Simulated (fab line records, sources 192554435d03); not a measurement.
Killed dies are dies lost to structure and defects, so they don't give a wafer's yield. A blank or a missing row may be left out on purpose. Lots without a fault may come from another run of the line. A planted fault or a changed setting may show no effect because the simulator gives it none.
Split-lot experiment | flow n5_finfet | 7 lots, 39 wafers read, on a route of 1938 steps

THE SPLIT
At N5_HKMG_FIN_ETCH_35 (etches SOC in N2/H2, target depth 215.8 nm, time 243.4 s), the setting time_s was moved away from the recipe's 243.4 s on 9 of the 39 wafers read, by -7.9% to +22.3%. The other wafers ran this setting at the recipe's value.

The reading is taken at the split's own step.

THE READING
HKMG_FIN.feature_depth_nm (the simulator's own value, which no gauge read), in nm, at N5_HKMG_FIN_ETCH_35 (etches SOC in N2/H2, target depth 215.8 nm, time 243.4 s). The file gives no usual value for it. The 30 wafers here that ran the recipe average 220.6 nm, standard deviation 6.4 nm.

wafer  | tool, chamber at the split | time_s as run, s | against the recipe | HKMG_FIN.feature_depth_nm, nm | against lot-mates on the recipe
L078.1 | rie_diel-06, 0             | 243.4            | recipe             | 210.4                         | -
L078.2 | rie_diel-06, 1             | 243.4            | recipe             | 218.4                         | -
L078.3 | rie_diel-06, 3             | 243.4            | recipe             | 214                           | -
L078.4 | rie_diel-06, 3             | 243.4            | recipe             | 213.6                         | -
L078.5 | rie_diel-06, 1             | 243.4            | recipe             | 217.2                         | -
L078.6 | rie_diel-06, 0             | 243.4            | recipe             | 210.6                         | -
L080.1 | rie_diel-05, 0             | 224.2            | -7.9%              | 194.4                         | -30.5
L080.2 | rie_diel-05, 1             | 243.4            | recipe             | 226.6                         | -
L080.3 | rie_diel-05, 3             | 224.2            | -7.9%              | 210                           | -14.9
L080.4 | rie_diel-05, 2             | 224.2            | -7.9%              | 203.8                         | -21.1
L080.5 | rie_diel-05, 3             | 243.4            | recipe             | 228.6                         | -
L080.6 | rie_diel-05, 2             | 243.4            | recipe             | 219.6                         | -
L081.1 | rie_diel-05, 2             | 243.4            | recipe             | 224                           | -
L081.2 | rie_diel-05, 0             | 243.4            | recipe             | 215                           | -
L081.3 | rie_diel-05, 1             | 243.4            | recipe             | 229.6                         | -
L081.4 | rie_diel-05, 3             | 243.4            | recipe             | 231                           | -
L081.5 | rie_diel-05, 1             | 243.4            | recipe             | 230                           | -
L081.6 | rie_diel-05, 2             | 243.4            | recipe             | 223.2                         | -
L084.1 | rie_diel-06, 3             | 243.4            | recipe             | 226.4                         | -
L084.2 | rie_diel-06, 1             | 243.4            | recipe             | 219                           | -
L084.3 | rie_diel-06, 2             | 243.4            | recipe             | 226                           | -
L084.4 | rie_diel-06, 1             | 243.4            | recipe             | 218.6                         | -
L084.5 | rie_diel-06, 3             | 243.4            | recipe             | 224.2                         | -
L084.6 | rie_diel-06, 2             | 243.4            | recipe             | 225                           | -
L086.1 | rie_diel-05, 3             | 243.4            | recipe             | 227.8                         | -
L086.4 | rie_diel-05, 0             | 243.4            | recipe             | 214                           | -
L086.5 | rie_diel-05, 1             | 243.4            | recipe             | 224.4                         | -
L094.1 | rie_diel-04, 2             | 297.7            | +22.3%             | 251.2                         | +38.4
L094.2 | rie_diel-04, 1             | 243.4            | recipe             | 216.8                         | -
L094.3 | rie_diel-04, 1             | 297.7            | +22.3%             | 264.6                         | +51.8
L094.4 | rie_diel-04, 2             | 297.7            | +22.3%             | 253                           | +40.2
L094.5 | rie_diel-04, 2             | 243.4            | recipe             | 206                           | -
L094.6 | rie_diel-04, 1             | 243.4            | recipe             | 215.6                         | -
L096.1 | rie_diel-06, 2             | 262.3            | +7.8%              | 241.2                         | +20.6
L096.2 | rie_diel-06, 3             | 243.4            | recipe             | 222.2                         | -
L096.3 | rie_diel-06, 1             | 262.3            | +7.8%              | 232.6                         | +12.0
L096.4 | rie_diel-06, 1             | 243.4            | recipe             | 216.8                         | -
L096.5 | rie_diel-06, 3             | 243.4            | recipe             | 222.8                         | -
L096.6 | rie_diel-06, 2             | 262.3            | +7.8%              | 242                           | +21.4

THE FIT
A straight line over all 39 wafers: HKMG_FIN.feature_depth_nm changes by +1.74 nm for each +1% of time_s; r = +0.87; the points scatter about the line by 6.7 nm.
The same after taking each lot's own level away (the mean of its wafers on the recipe; 39 wafers): +2.09 nm for each +1%; r = +0.94; scatter 5.1 nm.
On that fit, the largest move of time_s shifts the reading by 47 nm.
The lots' own levels span 212.80 to 225.47 nm, that is 2.0 times the standard deviation above.
So the lot-to-lot level changes the slope: the two fits differ.
Check: with one of the wafers moved furthest among these (+22.3%) left out of the fit, the line predicts +48.9 nm for it against its lot-mates. It came out at +38.4 nm against them.

OTHER SPLITS ON THESE WAFERS
These wafers also went through other splits before the reading. Each is held against what the fit with the lots' levels taken away leaves over:
other split on the same wafers        | wafers away from the commonest value | r with HKMG_FIN.feature_depth_nm (lot level and that fit taken away)
N5_FIN_CUT_CUT_ETCH_15 target_depth_a | 18                                   | +0.08

THE WHOLE CHAIN: every reading that the file lists as answering this split, in the file's order
step                | what it does                                             | reading                                                                         | change (the file's fit)              | r (the file's)
N5_HKMG_FIN_ETCH_35 | etches SOC in N2/H2, target depth 215.8 nm, time 243.4 s | SOC_of_HKMG_FIN_COAT_29.thk_nm (the simulator's own value, which no gauge read) | -2.09 nm for each +1% of the setting | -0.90
N5_HKMG_FIN_ETCH_35 | etches SOC in N2/H2, target depth 215.8 nm, time 243.4 s | etch.depth_nm (the simulator's own value, which no gauge read)                  | +2.07 nm for each +1% of the setting | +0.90
N5_HKMG_FIN_ETCH_35 | etches SOC in N2/H2, target depth 215.8 nm, time 243.4 s | HKMG_FIN.feature_depth_nm (the simulator's own value, which no gauge read)      | +2.07 nm for each +1% of the setting | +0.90

THE FILE'S OWN FIT
HKMG_FIN.feature_depth_nm changes by +2.07 nm for each +1% of time_s, r = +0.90.
